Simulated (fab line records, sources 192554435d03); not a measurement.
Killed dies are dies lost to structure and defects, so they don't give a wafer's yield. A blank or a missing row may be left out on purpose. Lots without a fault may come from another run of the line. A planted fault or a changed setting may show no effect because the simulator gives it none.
One fault seen from 2 desks | flow n5_finfet | each desk has only its own numbers; what lay behind them comes last

THE TOOL OWNER'S DESK: pecvd-01
The tool's own readings at N5_BEOL_M6_ILD_DEP_00 (deposits SiCOH lowk from DEMS/porogen, target thk 179.75 nm, time 33.4 s): means of the sampled wafers that have a number, for each lot that ran on this tool. A lot is out of limits, marked OUT, if its mean lies more than 4 standard deviations from the usual mean; the brackets give that distance.
Columns: A = heater_power_w at N5_BEOL_M6_ILD_DEP_00, usual 277 W; B = showerhead_plenum_p_Torr at N5_BEOL_M6_ILD_DEP_00, usual 5.734 Torr; C = throttle_valve_pct at N5_BEOL_M6_ILD_DEP_00, usual 14.1 %
lot  | first seen here | A   | B     | C
L450 | day 11 17:18    | 268 | 5.735 | 14.4
L452 | day 11 21:36    | 230 | 5.740 | 14.6
L458 | day 13 18:40    | 266 | 5.733 | 15.0
L461 | day 14 10:36    | 270 | 5.729 | 14.3
This desk's finding: nothing out of limits on any of the 4 lots.

THE METROLOGY DESK
What the gauges read, lot by lot, whatever tool the lot ran on: means of the sampled wafers that have a number. A lot is out of limits, marked OUT, if its mean lies more than 4 standard deviations from the usual mean; the brackets give that distance.
Columns: A = M6_ILD_THK at N5_BEOL_M6_THK_MEAS_01, usual 154.8 nm
lot  | first seen here | A
L441 | day 9 05:21     | 157.2
L443 | day 9 17:32     | 152.1
L444 | day 9 17:56     | 154.7
L446 | day 10 09:12    | 153.6
L448 | day 11 03:46    | 152.7
L450 | day 11 17:52    | 157.5
L452 | day 11 22:11    | 154.9
L451 | day 12 00:07    | 151.3
L456 | day 12 19:29    | 152.7
L458 | day 13 19:22    | 173.9 (+8.0) OUT
L461 | day 14 11:42    | 176.7 (+9.1) OUT
L463 | day 14 20:27    | 155.4
This desk's finding: out of limits on L458, L461; first on L458, day 13 19:22 (M6_ILD_THK at N5_BEOL_M6_THK_MEAS_01). In limits: L441, L443, L444, L446, L448, L450, L452, L451, L456, L463.

PUT TOGETHER
The metrology desk could have raised an alarm at day 13 19:22, on L458, L461.
The tool owner's desk saw nothing out of limits.
The tool owner's desk has L458, L461 on record, within its limits.
Of the lots named, all ran N5_BEOL_M6_ILD_DEP_00 on pecvd-01.

WHAT THE SIMULATOR HAD PUT IN
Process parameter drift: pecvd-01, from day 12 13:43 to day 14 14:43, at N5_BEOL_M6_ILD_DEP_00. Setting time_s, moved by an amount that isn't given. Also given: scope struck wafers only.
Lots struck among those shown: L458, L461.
Hours from the fault's start to each desk's first reading out of limits: the metrology desk, 30.
